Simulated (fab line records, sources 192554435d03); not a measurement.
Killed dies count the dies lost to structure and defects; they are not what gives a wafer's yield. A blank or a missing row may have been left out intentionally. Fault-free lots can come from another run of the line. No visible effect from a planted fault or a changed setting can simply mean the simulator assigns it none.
Which tool did it? / flow n5Finfet / Sampling: 24 lots, 72 wafers, 4 of 1938 route steps

WHAT EACH GAUGE READ, for each wafer
N5_BEOL_M15_OVL_MEAS_29. Usual: for M15_OVL the level is 5 nm and the standard deviation is 5.7.
lot=L075; measured=day 12 14:59; on=overlay-02; M15_OVL (nm)=7 3 -3; flag=
lot=L077; measured=day 12 19:58; on=overlay-02; M15_OVL (nm)=12 8 14; flag=
lot=L076; measured=day 13 05:34; on=overlay-01; M15_OVL (nm)=-2 -4 -6; flag=
lot=L074; measured=day 13 06:02; on=overlay-01; M15_OVL (nm)=3 7 5; flag=
lot=L079; measured=day 14 03:54; on=overlay-02; M15_OVL (nm)=1 9 -5; flag=
lot=L078; measured=day 14 05:01; on=overlay-02; M15_OVL (nm)=-1 2 1; flag=
lot=L081; measured=day 14 15:47; on=overlay-02; M15_OVL (nm)=10 7 13; flag=
lot=L080; measured=day 14 19:56; on=overlay-02; M15_OVL (nm)=7 10 8; flag=
lot=L083; measured=day 15 06:55; on=overlay-02; M15_OVL (nm)=8 3 0; flag=
lot=L085; measured=day 15 21:14; on=overlay-02; M15_OVL (nm)=5 5 4; flag=
lot=L084; measured=day 16 02:37; on=overlay-02; M15_OVL (nm)=2 0 4; flag=
lot=L082; measured=day 16 03:30; on=overlay-02; M15_OVL (nm)=0 0 7; flag=
lot=L087; measured=day 16 03:47; on=overlay-02; M15_OVL (nm)=5 5 -1; flag=
lot=L086; measured=day 16 07:22; on=overlay-02; M15_OVL (nm)=5 2 3; flag=
lot=L088; measured=day 16 22:40; on=overlay-02; M15_OVL (nm)=9 13 9; flag=
lot=L090; measured=day 17 01:20; on=overlay-01; M15_OVL (nm)=-2 4 1; flag=
lot=L089; measured=day 17 05:28; on=overlay-01; M15_OVL (nm)=11 6 7; flag=
lot=L091; measured=day 17 17:30; on=overlay-01; M15_OVL (nm)=2 5 6; flag=
lot=L093; measured=day 17 19:52; on=overlay-02; M15_OVL (nm)=14 14 2; flag=
lot=L092; measured=day 17 20:08; on=overlay-02; M15_OVL (nm)=2 -2 -2; flag=
lot=L097; measured=day 17 22:37; on=overlay-02; M15_OVL (nm)=15 12 17; flag=
lot=L094; measured=day 18 08:59; on=overlay-02; M15_OVL (nm)=13 11 12; flag=
lot=L095; measured=day 18 20:40; on=overlay-02; M15_OVL (nm)=4 9 -4; flag=
lot=L096; measured=day 18 21:20; on=overlay-02; M15_OVL (nm)=7 10 12; flag=

N5_BEOL_M15_INSPECT_30: inspects for defects (macro). Usual: rawDefectCount 1.9, standard deviation 1.5.
lot=L075; measured=day 12 15:00; on=defectInspect-02; rawDefectCount=3 0 3; flag=
lot=L077; measured=day 12 19:59; on=defectInspect-02; rawDefectCount=2 0 7; flag=
lot=L076; measured=day 13 05:35; on=defectInspect-02; rawDefectCount=2 0 3; flag=
lot=L074; measured=day 13 06:04; on=defectInspect-02; rawDefectCount=2 2 2; flag=
lot=L079; measured=day 14 03:56; on=defectInspect-02; rawDefectCount=2 2 1; flag=
lot=L078; measured=day 14 05:02; on=defectInspect-02; rawDefectCount=0 5 1; flag=
lot=L081; measured=day 14 15:49; on=defectInspect-02; rawDefectCount=4 2 2; flag=
lot=L080; measured=day 14 19:58; on=defectInspect-02; rawDefectCount=2 0 4; flag=
lot=L083; measured=day 15 06:57; on=defectInspect-02; rawDefectCount=1 3 4; flag=
lot=L085; measured=day 15 21:15; on=defectInspect-01; rawDefectCount=3 2 0; flag=
lot=L084; measured=day 16 02:38; on=defectInspect-02; rawDefectCount=2 1 1; flag=
lot=L082; measured=day 16 03:31; on=defectInspect-01; rawDefectCount=1 0 6; flag=
lot=L087; measured=day 16 03:49; on=defectInspect-02; rawDefectCount=0 3 2; flag=
lot=L086; measured=day 16 07:23; on=defectInspect-01; rawDefectCount=4 3 0; flag=
lot=L088; measured=day 16 22:41; on=defectInspect-01; rawDefectCount=0 2 2; flag=
lot=L090; measured=day 17 01:22; on=defectInspect-01; rawDefectCount=1 2 6; flag=
lot=L089; measured=day 17 05:29; on=defectInspect-01; rawDefectCount=1 1 1; flag=
lot=L091; measured=day 17 17:31; on=defectInspect-02; rawDefectCount=0 4 2; flag=
lot=L093; measured=day 17 19:53; on=defectInspect-02; rawDefectCount=0 1 1; flag=
lot=L092; measured=day 17 20:10; on=defectInspect-01; rawDefectCount=2 0 2; flag=
lot=L097; measured=day 17 22:38; on=defectInspect-01; rawDefectCount=3 1 1; flag=
lot=L094; measured=day 18 09:01; on=defectInspect-02; rawDefectCount=2 1 5; flag=
lot=L095; measured=day 18 20:42; on=defectInspect-02; rawDefectCount=0 1 2; flag=
lot=L096; measured=day 18 21:22; on=defectInspect-01; rawDefectCount=2 0 3; flag=

EACH LOT AND THE TOOL THAT RAN IT (in order: tool; ch and the chambers of the sampled wafers; start)
lot=L075; N5_BEOL_M15_DESCUM_15=rieDiel-01 ch 0,1, day 12 13:23; N5_BEOL_M15_STRIP_63=rieDiel-01 ch 0,1, day 12 14:59 or earlier
lot=L077; N5_BEOL_M15_DESCUM_15=rieDiel-01 ch 1,2,3, day 12 18:26; N5_BEOL_M15_STRIP_63=rieDiel-01 ch 1,2,3, day 12 19:58 or earlier
lot=L076; N5_BEOL_M15_DESCUM_15=rieDiel-06 ch 2,3, day 13 03:58; N5_BEOL_M15_STRIP_63=rieDiel-06 ch 2,3, day 13 05:34 or earlier
lot=L074; N5_BEOL_M15_DESCUM_15=rieDiel-01 ch 2,3, day 13 04:23; N5_BEOL_M15_STRIP_63=rieDiel-01 ch 2,3, day 13 06:02 or earlier
lot=L079; N5_BEOL_M15_DESCUM_15=rieDiel-04 ch 0,1,3, day 14 02:30; N5_BEOL_M15_STRIP_63=rieDiel-04 ch 0,1,3, day 14 03:54 or earlier
lot=L078; N5_BEOL_M15_DESCUM_15=rieDiel-04 ch 0,3, day 14 03:28; N5_BEOL_M15_STRIP_63=rieDiel-04 ch 0,3, day 14 05:01 or earlier
lot=L081; N5_BEOL_M15_DESCUM_15=rieDiel-06 ch 0,2, day 14 14:18; N5_BEOL_M15_STRIP_63=rieDiel-06 ch 0,2, day 14 15:47 or earlier
lot=L080; N5_BEOL_M15_DESCUM_15=rieDiel-06 ch 0,1,3, day 14 18:22; N5_BEOL_M15_STRIP_63=rieDiel-06 ch 0,1,3, day 14 19:56 or earlier
lot=L083; N5_BEOL_M15_DESCUM_15=rieDiel-06 ch 0,1, day 15 05:31; N5_BEOL_M15_STRIP_63=rieDiel-06 ch 0,1, day 15 06:55 or earlier
lot=L085; N5_BEOL_M15_DESCUM_15=rieDiel-01 ch 1,2,3, day 15 19:41; N5_BEOL_M15_STRIP_63=rieDiel-01 ch 1,2,3, day 15 21:14 or earlier
lot=L084; N5_BEOL_M15_DESCUM_15=rieDiel-06 ch 0,3, day 16 00:58; N5_BEOL_M15_STRIP_63=rieDiel-06 ch 0,3, day 16 02:37 or earlier
lot=L082; N5_BEOL_M15_DESCUM_15=rieDiel-01 ch 0,1,3, day 16 01:57; N5_BEOL_M15_STRIP_63=rieDiel-01 ch 0,1,3, day 16 03:30 or earlier
lot=L087; N5_BEOL_M15_DESCUM_15=rieDiel-06 ch 0,2,3, day 16 02:10; N5_BEOL_M15_STRIP_63=rieDiel-06 ch 0,2,3, day 16 03:47 or earlier
lot=L086; N5_BEOL_M15_DESCUM_15=rieDiel-01 ch 0,1,2, day 16 05:50; N5_BEOL_M15_STRIP_63=rieDiel-01 ch 0,1,2, day 16 07:22 or earlier
lot=L088; N5_BEOL_M15_DESCUM_15=rieDiel-06 ch 0,1,3, day 16 21:08; N5_BEOL_M15_STRIP_63=rieDiel-06 ch 0,1,3, day 16 22:40 or earlier
lot=L090; N5_BEOL_M15_DESCUM_15=rieDiel-04 ch 0,1, day 16 23:49; N5_BEOL_M15_STRIP_63=rieDiel-04 ch 0,1, day 17 01:20 or earlier
lot=L089; N5_BEOL_M15_DESCUM_15=rieDiel-06 ch 0,1, day 17 03:47; N5_BEOL_M15_STRIP_63=rieDiel-06 ch 0,1, day 17 05:28 or earlier
lot=L091; N5_BEOL_M15_DESCUM_15=rieDiel-01 ch 1,2,3, day 17 16:05; N5_BEOL_M15_STRIP_63=rieDiel-01 ch 1,2,3, day 17 17:30 or earlier
lot=L093; N5_BEOL_M15_DESCUM_15=rieDiel-06 ch 1,2, day 17 18:25; N5_BEOL_M15_STRIP_63=rieDiel-06 ch 1,2, day 17 19:52 or earlier
lot=L092; N5_BEOL_M15_DESCUM_15=rieDiel-01 ch 2,3, day 17 18:38; N5_BEOL_M15_STRIP_63=rieDiel-01 ch 2,3, day 17 20:08 or earlier
lot=L097; N5_BEOL_M15_DESCUM_15=rieDiel-01 ch 0,2, day 17 21:05; N5_BEOL_M15_STRIP_63=rieDiel-01 ch 0,2, day 17 22:37 or earlier
lot=L094; N5_BEOL_M15_DESCUM_15=rieDiel-01 ch 0,2,3, day 18 07:25; N5_BEOL_M15_STRIP_63=rieDiel-01 ch 0,2,3, day 18 08:59 or earlier
lot=L095; N5_BEOL_M15_DESCUM_15=rieDiel-04 ch 0,2,3, day 18 19:16; N5_BEOL_M15_STRIP_63=rieDiel-04 ch 0,2,3, day 18 20:40 or earlier
lot=L096; N5_BEOL_M15_DESCUM_15=rieDiel-01 ch 0,3, day 18 19:49; N5_BEOL_M15_STRIP_63=rieDiel-01 ch 0,3, day 18 21:20 or earlier
- N5_BEOL_M15_DESCUM_15: chemistry O2, time 7.9 s.
- N5_BEOL_M15_STRIP_63: strips in O2.

AS READ BY THE TOOLS THEMSELVES (means over the sampled wafers that have a number; for cases with no such wafer, the mark the record gives instead)
N5_BEOL_M15_DESCUM_15. Usual: drypumpMotorCurrentA 5.5 A, standard deviation 0.42; oesProductAu 0.79 a.u., standard deviation 0.071; rfVppV 242.9 V, standard deviation 1.1; showerheadPlenumPTorr 2.06 Torr, standard deviation 0.051; throttleValvePct 20.38 %, standard deviation 0.27.
lot=L075; tool=rieDiel-01; drypumpMotorCurrentA (A)=6.2; oesProductAu (a.u.)=0.84; rfVppV (V)=243.1; showerheadPlenumPTorr (Torr)=2.08; throttleValvePct (%)=20.20; flag=
lot=L077; tool=rieDiel-01; drypumpMotorCurrentA (A)=5.4; oesProductAu (a.u.)=0.79; rfVppV (V)=243.5; showerheadPlenumPTorr (Torr)=2.11; throttleValvePct (%)=20.41; flag=
lot=L076; tool=rieDiel-06; drypumpMotorCurrentA (A)=5.2; oesProductAu (a.u.)=0.77; rfVppV (V)=242.5; showerheadPlenumPTorr (Torr)=2.10; throttleValvePct (%)=20.27; flag=
lot=L074; tool=rieDiel-01; drypumpMotorCurrentA (A)=5.2; oesProductAu (a.u.)=0.82; rfVppV (V)=243.0; showerheadPlenumPTorr (Torr)=2.08; throttleValvePct (%)=20.32; flag=
lot=L079; tool=rieDiel-04; drypumpMotorCurrentA (A)=5.4; oesProductAu (a.u.)=0.87; rfVppV (V)=243.7; showerheadPlenumPTorr (Torr)=2.10; throttleValvePct (%)=20.46; flag=
lot=L078; tool=rieDiel-04; drypumpMotorCurrentA (A)=5.2; oesProductAu (a.u.)=0.86; rfVppV (V)=242.6; showerheadPlenumPTorr (Torr)=2.07; throttleValvePct (%)=20.41; flag=
lot=L081; tool=rieDiel-06; drypumpMotorCurrentA (A)=5.4; oesProductAu (a.u.)=0.76; rfVppV (V)=243.3; showerheadPlenumPTorr (Torr)=2.07; throttleValvePct (%)=20.47; flag=
lot=L080; tool=rieDiel-06; drypumpMotorCurrentA (A)=5.4; oesProductAu (a.u.)=0.76; rfVppV (V)=242.5; showerheadPlenumPTorr (Torr)=2.02; throttleValvePct (%)=20.42; flag=
lot=L083; tool=rieDiel-06; drypumpMotorCurrentA (A)=5.6; oesProductAu (a.u.)=0.76; rfVppV (V)=242.2; showerheadPlenumPTorr (Torr)=2.00; throttleValvePct (%)=20.60; flag=
lot=L085; tool=rieDiel-01; drypumpMotorCurrentA (A)=5.4; oesProductAu (a.u.)=0.77; rfVppV (V)=243.7; showerheadPlenumPTorr (Torr)=2.10; throttleValvePct (%)=20.45; flag=
lot=L084; tool=rieDiel-06; drypumpMotorCurrentA (A)=5.1; oesProductAu (a.u.)=0.68; rfVppV (V)=242.4; showerheadPlenumPTorr (Torr)=2.01; throttleValvePct (%)=20.62; flag=
lot=L082; tool=rieDiel-01; drypumpMotorCurrentA (A)=5.8; oesProductAu (a.u.)=0.79; rfVppV (V)=242.8; showerheadPlenumPTorr (Torr)=2.09; throttleValvePct (%)=20.33; flag=
lot=L087; tool=rieDiel-06; drypumpMotorCurrentA (A)=5.3; oesProductAu (a.u.)=0.72; rfVppV (V)=242.1; showerheadPlenumPTorr (Torr)=2.04; throttleValvePct (%)=20.54; flag=
lot=L086; tool=rieDiel-01; drypumpMotorCurrentA (A)=5.7; oesProductAu (a.u.)=0.79; rfVppV (V)=242.5; showerheadPlenumPTorr (Torr)=2.09; throttleValvePct (%)=20.34; flag=
lot=L088; tool=rieDiel-06; drypumpMotorCurrentA (A)=5.4; oesProductAu (a.u.)=0.75; rfVppV (V)=241.7; showerheadPlenumPTorr (Torr)=2.01; throttleValvePct (%)=20.45; flag=
lot=L090; tool=rieDiel-04; drypumpMotorCurrentA (A)=5.4; oesProductAu (a.u.)=0.86; rfVppV (V)=243.3; showerheadPlenumPTorr (Torr)=2.12; throttleValvePct (%)=20.55; flag=
lot=L089; tool=rieDiel-06; drypumpMotorCurrentA (A)=5.6; oesProductAu (a.u.)=0.74; rfVppV (V)=242.8; showerheadPlenumPTorr (Torr)=2.00; throttleValvePct (%)=20.63; flag=
lot=L091; tool=rieDiel-01; drypumpMotorCurrentA (A)=5.4; oesProductAu (a.u.)=0.76; rfVppV (V)=243.4; showerheadPlenumPTorr (Torr)=2.10; throttleValvePct (%)=20.46; flag=
lot=L093; tool=rieDiel-06; drypumpMotorCurrentA (A)=5.5; oesProductAu (a.u.)=0.81; rfVppV (V)=242.9; showerheadPlenumPTorr (Torr)=2.09; throttleValvePct (%)=20.15; flag=
lot=L092; tool=rieDiel-01; drypumpMotorCurrentA (A)=5.2; oesProductAu (a.u.)=0.79; rfVppV (V)=243.3; showerheadPlenumPTorr (Torr)=2.07; throttleValvePct (%)=20.39; flag=
lot=L097; tool=rieDiel-01; drypumpMotorCurrentA (A)=5.9; oesProductAu (a.u.)=0.82; rfVppV (V)=243.2; showerheadPlenumPTorr (Torr)=2.04; throttleValvePct (%)=20.18; flag=
lot=L094; tool=rieDiel-01; drypumpMotorCurrentA (A)=5.6; oesProductAu (a.u.)=0.80; rfVppV (V)=242.9; showerheadPlenumPTorr (Torr)=2.06; throttleValvePct (%)=20.29; flag=
lot=L095; tool=rieDiel-04; drypumpMotorCurrentA (A)=5.3; oesProductAu (a.u.)=0.78; rfVppV (V)=242.7; showerheadPlenumPTorr (Torr)=2.04; throttleValvePct (%)=20.45; flag=
lot=L096; tool=rieDiel-01; drypumpMotorCurrentA (A)=5.6; oesProductAu (a.u.)=0.79; rfVppV (V)=242.6; showerheadPlenumPTorr (Torr)=2.06; throttleValvePct (%)=20.27; flag=

N5_BEOL_M15_STRIP_63. Usual: drypumpMotorCurrentA 5.5 A, standard deviation 0.42; oesProductAu 0.79 a.u., standard deviation 0.071; rfVppV 3.7 V, standard deviation 0.75; showerheadPlenumPTorr 2.07 Torr, standard deviation 0.051; throttleValvePct 16.63 %, standard deviation 0.26.
lot=L075; tool=rieDiel-01; drypumpMotorCurrentA (A)=6.1; oesProductAu (a.u.)=0.84; rfVppV (V)=3.2; showerheadPlenumPTorr (Torr)=2.09; throttleValvePct (%)=16.42; flag=
lot=L077; tool=rieDiel-01; drypumpMotorCurrentA (A)=5.4; oesProductAu (a.u.)=0.80; rfVppV (V)=3.3; showerheadPlenumPTorr (Torr)=2.12; throttleValvePct (%)=16.66; flag=
lot=L076; tool=rieDiel-06; drypumpMotorCurrentA (A)=5.2; oesProductAu (a.u.)=0.77; rfVppV (V)=4.0; showerheadPlenumPTorr (Torr)=2.10; throttleValvePct (%)=16.55; flag=
lot=L074; tool=rieDiel-01; drypumpMotorCurrentA (A)=5.2; oesProductAu (a.u.)=0.82; rfVppV (V)=2.9; showerheadPlenumPTorr (Torr)=2.09; throttleValvePct (%)=16.61; flag=
lot=L079; tool=rieDiel-04; drypumpMotorCurrentA (A)=5.4; oesProductAu (a.u.)=0.88; rfVppV (V)=3.5; showerheadPlenumPTorr (Torr)=2.11; throttleValvePct (%)=16.68; flag=
lot=L078; tool=rieDiel-04; drypumpMotorCurrentA (A)=5.2; oesProductAu (a.u.)=0.86; rfVppV (V)=3.3; showerheadPlenumPTorr (Torr)=2.08; throttleValvePct (%)=16.62; flag=
lot=L081; tool=rieDiel-06; drypumpMotorCurrentA (A)=5.4; oesProductAu (a.u.)=0.76; rfVppV (V)=3.6; showerheadPlenumPTorr (Torr)=2.08; throttleValvePct (%)=16.70; flag=
lot=L080; tool=rieDiel-06; drypumpMotorCurrentA (A)=5.4; oesProductAu (a.u.)=0.76; rfVppV (V)=4.6; showerheadPlenumPTorr (Torr)=2.02; throttleValvePct (%)=16.68; flag=
lot=L083; tool=rieDiel-06; drypumpMotorCurrentA (A)=5.6; oesProductAu (a.u.)=0.76; rfVppV (V)=4.2; showerheadPlenumPTorr (Torr)=2.01; throttleValvePct (%)=16.85; flag=
lot=L085; tool=rieDiel-01; drypumpMotorCurrentA (A)=5.4; oesProductAu (a.u.)=0.77; rfVppV (V)=3.8; showerheadPlenumPTorr (Torr)=2.11; throttleValvePct (%)=16.70; flag=
lot=L084; tool=rieDiel-06; drypumpMotorCurrentA (A)=5.1; oesProductAu (a.u.)=0.69; rfVppV (V)=3.7; showerheadPlenumPTorr (Torr)=2.02; throttleValvePct (%)=16.89; flag=
lot=L082; tool=rieDiel-01; drypumpMotorCurrentA (A)=5.8; oesProductAu (a.u.)=0.79; rfVppV (V)=3.7; showerheadPlenumPTorr (Torr)=2.10; throttleValvePct (%)=16.58; flag=
lot=L087; tool=rieDiel-06; drypumpMotorCurrentA (A)=5.2; oesProductAu (a.u.)=0.72; rfVppV (V)=3.7; showerheadPlenumPTorr (Torr)=2.05; throttleValvePct (%)=16.82; flag=
lot=L086; tool=rieDiel-01; drypumpMotorCurrentA (A)=5.7; oesProductAu (a.u.)=0.79; rfVppV (V)=3.3; showerheadPlenumPTorr (Torr)=2.10; throttleValvePct (%)=16.58; flag=
lot=L088; tool=rieDiel-06; drypumpMotorCurrentA (A)=5.4; oesProductAu (a.u.)=0.75; rfVppV (V)=3.4; showerheadPlenumPTorr (Torr)=2.02; throttleValvePct (%)=16.74; flag=
lot=L090; tool=rieDiel-04; drypumpMotorCurrentA (A)=5.4; oesProductAu (a.u.)=0.86; rfVppV (V)=3.9; showerheadPlenumPTorr (Torr)=2.13; throttleValvePct (%)=16.79; flag=
lot=L089; tool=rieDiel-06; drypumpMotorCurrentA (A)=5.6; oesProductAu (a.u.)=0.75; rfVppV (V)=4.1; showerheadPlenumPTorr (Torr)=2.00; throttleValvePct (%)=16.85; flag=
lot=L091; tool=rieDiel-01; drypumpMotorCurrentA (A)=5.4; oesProductAu (a.u.)=0.77; rfVppV (V)=3.6; showerheadPlenumPTorr (Torr)=2.10; throttleValvePct (%)=16.70; flag=
lot=L093; tool=rieDiel-06; drypumpMotorCurrentA (A)=5.5; oesProductAu (a.u.)=0.80; rfVppV (V)=3.8; showerheadPlenumPTorr (Torr)=2.09; throttleValvePct (%)=16.41; flag=
lot=L092; tool=rieDiel-01; drypumpMotorCurrentA (A)=5.2; oesProductAu (a.u.)=0.79; rfVppV (V)=4.3; showerheadPlenumPTorr (Torr)=2.08; throttleValvePct (%)=16.66; flag=
lot=L097; tool=rieDiel-01; drypumpMotorCurrentA (A)=5.9; oesProductAu (a.u.)=0.82; rfVppV (V)=4.8; showerheadPlenumPTorr (Torr)=2.05; throttleValvePct (%)=16.45; flag=
lot=L094; tool=rieDiel-01; drypumpMotorCurrentA (A)=5.6; oesProductAu (a.u.)=0.80; rfVppV (V)=3.9; showerheadPlenumPTorr (Torr)=2.06; throttleValvePct (%)=16.56; flag=
lot=L095; tool=rieDiel-04; drypumpMotorCurrentA (A)=5.3; oesProductAu (a.u.)=0.78; rfVppV (V)=4.7; showerheadPlenumPTorr (Torr)=2.05; throttleValvePct (%)=16.70; flag=
lot=L096; tool=rieDiel-01; drypumpMotorCurrentA (A)=5.6; oesProductAu (a.u.)=0.79; rfVppV (V)=3.5; showerheadPlenumPTorr (Torr)=2.06; throttleValvePct (%)=16.57; flag=

THE ANSWER, worked out from the rows above alone
Rule: a lot counts as off when the mean over its wafers that have a number is more than 3 standard deviations away from the usual mean. Also off: a lot with no number at a reading for which 4 or more lots have one. The other lots that the step has rows for count as sound. Order of review: gauges by route order, followed by the tools' own readings, for which a lot's mean as printed above is used. The first step at which some lot is off is used, and at that step the reading that is off furthest; a lot without a number counts as furthest.
None of the lots is off at any reading shown; this tells nothing.

WHAT WAS PUT IN BY THE SIMULATOR
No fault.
